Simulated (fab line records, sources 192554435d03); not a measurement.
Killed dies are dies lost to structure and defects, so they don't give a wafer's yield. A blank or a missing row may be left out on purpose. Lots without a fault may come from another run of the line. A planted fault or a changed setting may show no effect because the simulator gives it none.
Which tool did it? | flow n5_finfet | 24 lots, 72 wafers sampled, at 6 steps of a route of 1938

WHAT THE GAUGES READ, wafer by wafer
N5_BEOL_M10_OVL_MEAS_12. Usual: M10_OVL -0.3 nm, standard deviation 0.82.
lot  | measured     | on         | M10_OVL (nm)   | flag
L074 | day 9 12:27  | overlay-02 | 0.3 -0.3 0.3   |
L075 | day 10 00:55 | overlay-02 | -0.1 -0.1 0.6  |
L076 | day 10 08:50 | overlay-02 | -1.0 -0.9 0.4  |
L077 | day 10 08:54 | overlay-02 | -0.4 -0.7 -1.9 |
L078 | day 10 15:23 | overlay-02 | 0.1 0.4 0.0    |
L079 | day 10 16:11 | overlay-02 | -2.1 0.2 -0.8  |
L080 | day 11 02:09 | overlay-01 | -0.8 -0.6 -0.5 |
L081 | day 11 18:15 | overlay-01 | -0.7 -0.7 -0.4 |
L082 | day 12 01:53 | overlay-02 | -0.9 1.6 -0.5  |
L084 | day 12 09:37 | overlay-01 | -0.1 -0.2 0.2  |
L085 | day 12 09:41 | overlay-02 | -0.2 -0.3 -0.4 |
L083 | day 12 13:15 | overlay-01 | -1.5 -0.8 -2.4 |
L086 | day 13 06:55 | overlay-02 | 1.3 0.4 -1.1   |
L087 | day 13 07:04 | overlay-01 | -1.4 0.3 0.4   |
L088 | day 13 10:50 | overlay-02 | 0.3 -0.7 -0.1  |
L089 | day 13 19:09 | overlay-01 | -0.4 -1.5 0.1  |
L090 | day 14 04:04 | overlay-01 | 0.1 -2.0 -1.9  |
L091 | day 14 07:04 | overlay-02 | 0.5 0.6 0.5    |
L092 | day 14 11:01 | overlay-02 | 0.2 0.9 0.9    |
L094 | day 14 18:23 | overlay-01 | -0.5 -0.6 1.3  |
L093 | day 14 21:40 | overlay-02 | -0.7 -1.5 -0.5 |
L095 | day 15 03:59 | overlay-01 | -1.4 -0.6 -1.3 |
L097 | day 15 13:14 | overlay-02 | 0.4 -0.2 -0.5  |
L096 | day 15 13:26 | overlay-02 | -1.0 -0.3 -1.8 |

N5_BEOL_M10_INSPECT_58: inspects for defects (darkfield). Usual: raw_defect_count 80, standard deviation 30.
lot  | measured     | on                | raw_defect_count | flag
L074 | day 9 16:49  | defect_inspect-02 | 119 85 96        |
L075 | day 10 07:10 | defect_inspect-02 | 65 66 92         |
L076 | day 10 14:08 | defect_inspect-01 | 124 66 81        |
L077 | day 10 14:55 | defect_inspect-02 | 64 66 37         |
L078 | day 10 23:40 | defect_inspect-01 | 90 90 100        |
L079 | day 11 01:32 | defect_inspect-02 | 69 39 40         |
L080 | day 11 08:07 | defect_inspect-02 | 32 72 74         |
L081 | day 12 00:52 | defect_inspect-02 | 47 34 89         |
L082 | day 12 07:59 | defect_inspect-01 | 65 68 55         |
L084 | day 12 15:38 | defect_inspect-01 | 52 64 87         |
L085 | day 12 16:05 | defect_inspect-02 | 99 124 150       |
L083 | day 12 19:37 | defect_inspect-01 | 164 100 112      |
L086 | day 13 13:10 | defect_inspect-02 | 55 75 78         |
L087 | day 13 13:26 | defect_inspect-01 | 77 45 69         |
L088 | day 13 17:17 | defect_inspect-01 | 96 132 92        |
L089 | day 14 00:52 | defect_inspect-01 | 135 132 75       |
L090 | day 14 08:06 | defect_inspect-01 | 86 208 119       |
L091 | day 14 14:37 | defect_inspect-02 | 47 99 106        |
L092 | day 14 15:50 | defect_inspect-02 | 95 70 112        |
L094 | day 15 00:08 | defect_inspect-01 | 80 55 66         |
L093 | day 15 02:39 | defect_inspect-01 | 48 66 86         |
L095 | day 15 10:30 | defect_inspect-02 | 67 33 44         |
L097 | day 15 19:22 | defect_inspect-02 | 94 55 49         |
L096 | day 15 18:25 | defect_inspect-02 | 95 109 77        |

WHICH TOOL RAN EACH LOT (tool, then ch and the chambers of the sampled wafers, then the start)
lot  | N5_BEOL_M9_ANNEAL_51             | N5_BEOL_M10_DESCUM_33              | N5_BEOL_M10_ETCH_65                | N5_BEOL_M10_VIA_ETCH_34
L074 | rtp_anneal-02 ch 0, day 9 10:10  | rie_diel-03 ch 2,3, day 9 13:31    | rie_diel-03 ch 2,3, day 9 13:34    | rie_diel-03 ch 2,3, day 9 13:44
L075 | rtp_anneal-01 ch 0, day 9 21:55  | rie_diel-03 ch 1,2,3, day 10 04:22 | rie_diel-03 ch 1,2,3, day 10 04:24 | rie_diel-03 ch 1,2,3, day 10 04:35
L076 | rtp_anneal-02 ch 0, day 10 05:34 | rie_diel-02 ch 0,3, day 10 11:12   | rie_diel-02 ch 0,3, day 10 11:14   | rie_diel-02 ch 0,3, day 10 11:25
L077 | rtp_anneal-01 ch 0, day 10 05:40 | rie_diel-03 ch 2,3, day 10 11:33   | rie_diel-03 ch 2,3, day 10 11:35   | rie_diel-03 ch 2,3, day 10 11:46
L078 | rtp_anneal-01 ch 0, day 10 12:39 | rie_diel-02 ch 2,3, day 10 20:13   | rie_diel-02 ch 2,3, day 10 20:16   | rie_diel-02 ch 2,3, day 10 20:26
L079 | rtp_anneal-01 ch 0, day 10 13:42 | rie_diel-06 ch 0,3, day 10 20:23   | rie_diel-06 ch 0,3, day 10 20:25   | rie_diel-06 ch 0,3, day 10 20:36
L080 | rtp_anneal-01 ch 0, day 10 22:19 | rie_diel-06 ch 0,2, day 11 04:35   | rie_diel-06 ch 0,2, day 11 04:37   | rie_diel-06 ch 0,2, day 11 04:47
L081 | rtp_anneal-02 ch 0, day 11 15:25 | rie_diel-06 ch 0,2,3, day 11 22:00 | rie_diel-06 ch 0,2,3, day 11 22:02 | rie_diel-06 ch 0,2,3, day 11 22:13
L082 | rtp_anneal-01 ch 0, day 11 23:29 | rie_diel-03 ch 2,3, day 12 04:42   | rie_diel-03 ch 2,3, day 12 04:44   | rie_diel-03 ch 2,3, day 12 04:55
L084 | rtp_anneal-01 ch 0, day 12 06:57 | rie_diel-06 ch 2,3, day 12 11:25   | rie_diel-06 ch 2,3, day 12 11:27   | rie_diel-06 ch 2,3, day 12 11:38
L085 | rtp_anneal-01 ch 0, day 12 07:49 | rie_diel-03 ch 0,2,3, day 12 11:32 | rie_diel-03 ch 0,2,3, day 12 11:34 | rie_diel-03 ch 0,2,3, day 12 11:44
L083 | rtp_anneal-01 ch 0, day 12 11:13 | rie_diel-03 ch 1,3, day 12 14:55   | rie_diel-03 ch 1,3, day 12 14:57   | rie_diel-03 ch 1,3, day 12 15:08
L086 | rtp_anneal-02 ch 0, day 13 03:32 | rie_diel-03 ch 0,1,2, day 13 09:43 | rie_diel-03 ch 0,1,2, day 13 09:45 | rie_diel-03 ch 0,1,2, day 13 09:56
L087 | rtp_anneal-01 ch 0, day 13 03:58 | rie_diel-02 ch 0,2,3, day 13 10:11 | rie_diel-02 ch 0,2,3, day 13 10:13 | rie_diel-02 ch 0,2,3, day 13 10:23
L088 | rtp_anneal-02 ch 0, day 13 05:35 | rie_diel-06 ch 1,2, day 13 14:16   | rie_diel-06 ch 1,2, day 13 14:17   | rie_diel-06 ch 1,2, day 13 14:28
L089 | rtp_anneal-01 ch 0, day 13 16:02 | rie_diel-06 ch 1,2, day 13 20:32   | rie_diel-06 ch 1,2, day 13 20:34   | rie_diel-06 ch 1,2, day 13 20:44
L090 | rtp_anneal-01 ch 0, day 14 00:50 | rie_diel-02 ch 2,3, day 14 05:01   | rie_diel-02 ch 2,3, day 14 05:04   | rie_diel-02 ch 2,3, day 14 05:14
L091 | rtp_anneal-02 ch 0, day 14 04:25 | rie_diel-06 ch 0,1,2, day 14 10:35 | rie_diel-06 ch 0,1,2, day 14 10:37 | rie_diel-06 ch 0,1,2, day 14 10:47
L092 | rtp_anneal-02 ch 0, day 14 07:17 | rie_diel-06 ch 0,2,3, day 14 12:08 | rie_diel-06 ch 0,2,3, day 14 12:10 | rie_diel-06 ch 0,2,3, day 14 12:20
L094 | rtp_anneal-01 ch 0, day 14 16:05 | rie_diel-02 ch 0,2,3, day 14 20:40 | rie_diel-02 ch 0,2,3, day 14 20:42 | rie_diel-02 ch 0,2,3, day 14 20:53
L093 | rtp_anneal-02 ch 0, day 14 18:40 | rie_diel-03 ch 1,2,3, day 14 23:32 | rie_diel-03 ch 1,2,3, day 14 23:34 | rie_diel-03 ch 1,2,3, day 14 23:44
L095 | rtp_anneal-02 ch 0, day 14 23:45 | rie_diel-02 ch 0,2,3, day 15 06:22 | rie_diel-02 ch 0,2,3, day 15 06:24 | rie_diel-02 ch 0,2,3, day 15 06:34
L097 | rtp_anneal-02 ch 0, day 15 10:02 | rie_diel-02 ch 0,3, day 15 15:16   | rie_diel-02 ch 0,3, day 15 15:18   | rie_diel-02 ch 0,3, day 15 15:29
L096 | rtp_anneal-01 ch 0, day 15 10:56 | rie_diel-03 ch 0,1,2, day 15 15:22 | rie_diel-03 ch 0,1,2, day 15 15:23 | rie_diel-03 ch 0,1,2, day 15 15:34
- N5_BEOL_M9_ANNEAL_51: time 90 s.
- N5_BEOL_M10_DESCUM_33: chemistry O2, time 7.9 s.
- N5_BEOL_M10_ETCH_65: etches SiARC in CF4, target depth 39 nm, time 65 s.
- N5_BEOL_M10_VIA_ETCH_34: etches SiCOH lowk in C4F6/O2, target depth 184.5 nm, time 69.2 s.

WHAT THE TOOLS THEMSELVES READ (means of the sampled wafers that have a number; where no wafer has one, the mark that the record gives instead)
N5_BEOL_M9_ANNEAL_51. Usual: wafer_temp_C_max 225.87, standard deviation 0.26.
lot  | tool          | wafer_temp_C_max | flag
L074 | rtp_anneal-02 | 225.76           |
L075 | rtp_anneal-01 | 225.95           |
L076 | rtp_anneal-02 | 225.78           |
L077 | rtp_anneal-01 | 226.15           |
L078 | rtp_anneal-01 | 226.13           |
L079 | rtp_anneal-01 | 226.39           |
L080 | rtp_anneal-01 | 225.84           |
L081 | rtp_anneal-02 | 225.82           |
L082 | rtp_anneal-01 | 226.32           |
L084 | rtp_anneal-01 | 225.81           |
L085 | rtp_anneal-01 | 226.18           |
L083 | rtp_anneal-01 | 225.99           |
L086 | rtp_anneal-02 | 225.67           |
L087 | rtp_anneal-01 | 225.62           |
L088 | rtp_anneal-02 | 225.94           |
L089 | rtp_anneal-01 | 225.74           |
L090 | rtp_anneal-01 | 226.06           |
L091 | rtp_anneal-02 | 225.93           |
L092 | rtp_anneal-02 | 225.83           |
L094 | rtp_anneal-01 | 225.70           |
L093 | rtp_anneal-02 | 225.86           |
L095 | rtp_anneal-02 | 225.58           |
L097 | rtp_anneal-02 | 225.64           |
L096 | rtp_anneal-01 | 225.88           |

N5_BEOL_M10_DESCUM_33. Usual: drypump_motor_current_A 5.60 A, standard deviation 0.28; o2_flow_sccm 225.1 sccm, standard deviation 0.67; oes_product_au 0.80 a.u., standard deviation 0.078; rf_vpp_V 242.7 V, standard deviation 1.3; showerhead_plenum_p_Torr 2.06 Torr, standard deviation 0.059; throttle_valve_pct 20.36 %, standard deviation 0.25.
lot  | tool        | drypump_motor_current_A (A) | o2_flow_sccm (sccm) | oes_product_au (a.u.) | rf_vpp_V (V) | showerhead_plenum_p_Torr (Torr) | throttle_valve_pct (%) | flag
L074 | rie_diel-03 | 5.77                        | 224.6               | 0.84                  | 243.1        | 2.09                            | 20.15                  |
L075 | rie_diel-03 | 5.60                        | 224.9               | 0.80                  | 242.7        | 2.06                            | 20.27                  |
L076 | rie_diel-02 | 5.73                        | 225.1               | 0.83                  | 241.8        | 2.02                            | 20.42                  |
L077 | rie_diel-03 | 5.78                        | 224.6               | 0.83                  | 243.8        | 2.09                            | 20.17                  |
L078 | rie_diel-02 | 5.71                        | 225.5               | 0.76                  | 242.2        | 2.04                            | 20.53                  |
L079 | rie_diel-06 | 5.98                        | 225.5               | 0.78                  | 242.1        | 2.01                            | 20.36                  |
L080 | rie_diel-06 | 5.84                        | 225.0               | 0.82                  | 242.3        | 2.05                            | 20.25                  |
L081 | rie_diel-06 | 5.84                        | 224.6               | 0.78                  | 242.9        | 2.04                            | 20.42                  |
L082 | rie_diel-03 | 5.77                        | 224.9               | 0.81                  | 242.9        | 2.08                            | 20.20                  |
L084 | rie_diel-06 | 5.79                        | 224.6               | 0.72                  | 242.5        | 2.01                            | 20.59                  |
L085 | rie_diel-03 | 5.57                        | 225.1               | 0.83                  | 243.4        | 2.09                            | 20.11                  |
L083 | rie_diel-03 | 5.47                        | 225.2               | 0.74                  | 242.1        | 2.03                            | 20.43                  |
L086 | rie_diel-03 | 5.35                        | 225.2               | 0.83                  | 243.3        | 2.09                            | 20.27                  |
L087 | rie_diel-02 | 5.69                        | 225.1               | 0.83                  | 241.4        | 2.01                            | 20.38                  |
L088 | rie_diel-06 | 5.50                        | 224.7               | 0.82                  | 242.9        | 2.10                            | 20.38                  |
L089 | rie_diel-06 | 5.51                        | 225.2               | 0.81                  | 243.9        | 2.10                            | 20.38                  |
L090 | rie_diel-02 | 5.70                        | 224.4               | 0.89                  | 242.2        | 2.03                            | 20.26                  |
L091 | rie_diel-06 | 5.65                        | 225.5               | 0.80                  | 243.4        | 2.07                            | 20.35                  |
L092 | rie_diel-06 | 5.81                        | 224.4               | 0.84                  | 243.3        | 2.12                            | 20.30                  |
L094 | rie_diel-02 | 5.70                        | 224.9               | 0.90                  | 243.5        | 2.09                            | 20.20                  |
L093 | rie_diel-03 | 5.62                        | 225.1               | 0.76                  | 243.0        | 2.05                            | 20.34                  |
L095 | rie_diel-02 | 5.69                        | 225.5               | 0.90                  | 243.1        | 2.09                            | 20.20                  |
L097 | rie_diel-02 | 5.72                        | 225.3               | 0.87                  | 243.2        | 2.09                            | 20.29                  |
L096 | rie_diel-03 | 5.33                        | 225.6               | 0.81                  | 243.0        | 2.09                            | 20.29                  |

N5_BEOL_M10_ETCH_65. Usual: drypump_motor_current_A 5.60 A, standard deviation 0.29; etch_rf_on_time_s 65.7 s, standard deviation 2; oes_product_au 0.69 a.u., standard deviation 0.068; rf_vpp_V 183.8 V, standard deviation 1.1; showerhead_plenum_p_Torr 2.11 Torr, standard deviation 0.062; throttle_valve_pct 15.57 %, standard deviation 0.22.
lot  | tool        | drypump_motor_current_A (A) | etch_rf_on_time_s (s) | oes_product_au (a.u.) | rf_vpp_V (V) | showerhead_plenum_p_Torr (Torr) | throttle_valve_pct (%) | flag
L074 | rie_diel-03 | 5.79                        | 67.9                  | 0.69                  | 184.8        | 2.16                            | 15.49                  |
L075 | rie_diel-03 | 5.61                        | 68.0                  | 0.66                  | 184.2        | 2.12                            | 15.50                  |
L076 | rie_diel-02 | 5.73                        | 64.9                  | 0.71                  | 183.1        | 2.08                            | 15.59                  |
L077 | rie_diel-03 | 5.78                        | 67.0                  | 0.69                  | 183.5        | 2.16                            | 15.50                  |
L078 | rie_diel-02 | 5.70                        | 64.1                  | 0.66                  | 183.5        | 2.11                            | 15.73                  |
L079 | rie_diel-06 | 5.98                        | 68.1                  | 0.67                  | 183.0        | 2.06                            | 15.55                  |
L080 | rie_diel-06 | 5.87                        | 67.7                  | 0.70                  | 182.7        | 2.10                            | 15.42                  |
L081 | rie_diel-06 | 5.82                        | 65.8                  | 0.67                  | 182.7        | 2.09                            | 15.62                  |
L082 | rie_diel-03 | 5.77                        | 68.1                  | 0.67                  | 184.8        | 2.16                            | 15.53                  |
L084 | rie_diel-06 | 5.79                        | 64.5                  | 0.62                  | 183.8        | 2.08                            | 15.82                  |
L085 | rie_diel-03 | 5.59                        | 65.8                  | 0.69                  | 184.6        | 2.16                            | 15.41                  |
L083 | rie_diel-03 | 5.45                        | 66.5                  | 0.63                  | 182.9        | 2.07                            | 15.57                  |
L086 | rie_diel-03 | 5.34                        | 66.0                  | 0.70                  | 183.7        | 2.14                            | 15.43                  |
L087 | rie_diel-02 | 5.68                        | 65.6                  | 0.72                  | 182.3        | 2.07                            | 15.62                  |
L088 | rie_diel-06 | 5.49                        | 63.3                  | 0.71                  | 184.8        | 2.16                            | 15.56                  |
L089 | rie_diel-06 | 5.49                        | 63.7                  | 0.70                  | 184.8        | 2.16                            | 15.58                  |
L090 | rie_diel-02 | 5.71                        | 63.6                  | 0.77                  | 183.7        | 2.09                            | 15.44                  |
L091 | rie_diel-06 | 5.64                        | 65.6                  | 0.69                  | 183.9        | 2.13                            | 15.53                  |
L092 | rie_diel-06 | 5.82                        | 65.5                  | 0.72                  | 183.7        | 2.17                            | 15.49                  |
L094 | rie_diel-02 | 5.69                        | 63.7                  | 0.77                  | 184.3        | 2.15                            | 15.45                  |
L093 | rie_diel-03 | 5.63                        | 67.3                  | 0.64                  | 184.0        | 2.10                            | 15.59                  |
L095 | rie_diel-02 | 5.70                        | 64.5                  | 0.76                  | 184.2        | 2.15                            | 15.45                  |
L097 | rie_diel-02 | 5.72                        | 64.3                  | 0.74                  | 184.4        | 2.15                            | 15.50                  |
L096 | rie_diel-03 | 5.34                        | 65.4                  | 0.69                  | 183.5        | 2.13                            | 15.46                  |

N5_BEOL_M10_VIA_ETCH_34. Usual: drypump_motor_current_A 5.61 A, standard deviation 0.29; oes_o_777_au 0.80 a.u., standard deviation 0.081; oes_product_au 0.80 a.u., standard deviation 0.079; rf_vpp_V 665 V, standard deviation 19; showerhead_plenum_p_Torr 2.80 Torr, standard deviation 0.085; throttle_valve_pct 20.83 %, standard deviation 0.26.
lot  | tool        | drypump_motor_current_A (A) | oes_o_777_au (a.u.) | oes_product_au (a.u.) | rf_vpp_V (V) | showerhead_plenum_p_Torr (Torr) | throttle_valve_pct (%) | flag
L074 | rie_diel-03 | 5.78                        | 0.77                | 0.82                  | 678          | 2.86                            | 20.75                  |
L075 | rie_diel-03 | 5.64                        | 0.76                | 0.78                  | 675          | 2.81                            | 20.73                  |
L076 | rie_diel-02 | 5.73                        | 0.81                | 0.84                  | 662          | 2.75                            | 20.90                  |
L077 | rie_diel-03 | 5.77                        | 0.76                | 0.81                  | 678          | 2.86                            | 20.75                  |
L078 | rie_diel-02 | 5.71                        | 0.75                | 0.77                  | 661          | 2.78                            | 20.93                  |
L079 | rie_diel-06 | 6.01                        | 0.80                | 0.79                  | 656          | 2.72                            | 20.71                  |
L080 | rie_diel-06 | 5.86                        | 0.84                | 0.83                  | 659          | 2.79                            | 20.65                  |
L081 | rie_diel-06 | 5.84                        | 0.79                | 0.78                  | 650          | 2.77                            | 20.84                  |
L082 | rie_diel-03 | 5.80                        | 0.75                | 0.79                  | 678          | 2.85                            | 20.78                  |
L084 | rie_diel-06 | 5.80                        | 0.75                | 0.73                  | 641          | 2.74                            | 21.04                  |
L085 | rie_diel-03 | 5.57                        | 0.78                | 0.81                  | 673          | 2.87                            | 20.69                  |
L083 | rie_diel-03 | 5.46                        | 0.75                | 0.74                  | 670          | 2.74                            | 20.73                  |
L086 | rie_diel-03 | 5.35                        | 0.83                | 0.83                  | 683          | 2.84                            | 20.67                  |
L087 | rie_diel-02 | 5.70                        | 0.82                | 0.83                  | 651          | 2.74                            | 20.85                  |
L088 | rie_diel-06 | 5.49                        | 0.84                | 0.81                  | 653          | 2.87                            | 20.91                  |
L089 | rie_diel-06 | 5.51                        | 0.84                | 0.82                  | 654          | 2.87                            | 20.93                  |
L090 | rie_diel-02 | 5.72                        | 0.88                | 0.90                  | 659          | 2.76                            | 20.71                  |
L091 | rie_diel-06 | 5.66                        | 0.82                | 0.80                  | 657          | 2.82                            | 20.80                  |
L092 | rie_diel-06 | 5.83                        | 0.86                | 0.84                  | 654          | 2.87                            | 20.72                  |
L094 | rie_diel-02 | 5.70                        | 0.87                | 0.90                  | 655          | 2.85                            | 20.70                  |
L093 | rie_diel-03 | 5.63                        | 0.73                | 0.75                  | 674          | 2.79                            | 20.77                  |
L095 | rie_diel-02 | 5.71                        | 0.87                | 0.89                  | 656          | 2.85                            | 20.70                  |
L097 | rie_diel-02 | 5.73                        | 0.83                | 0.86                  | 664          | 2.85                            | 20.81                  |
L096 | rie_diel-03 | 5.35                        | 0.80                | 0.81                  | 682          | 2.83                            | 20.70                  |

THE ANSWER, worked out from the rows above alone
Rule: a lot is off if the mean of its wafers that have a number lies more than 3 standard deviations from the usual mean. A lot without any number at a reading at which 4 lots or more have one is off too. The other lots that the step has rows for count as sound. The gauges are gone through in route order, then the tools' own readings, and for those a lot's mean is taken as printed above. The first step at which some lot is off is used, and at that step the reading that is off furthest; a lot without a number counts as furthest.
No lot is off at any reading shown: from this, nothing can be told.

WHAT THE SIMULATOR HAD PUT IN
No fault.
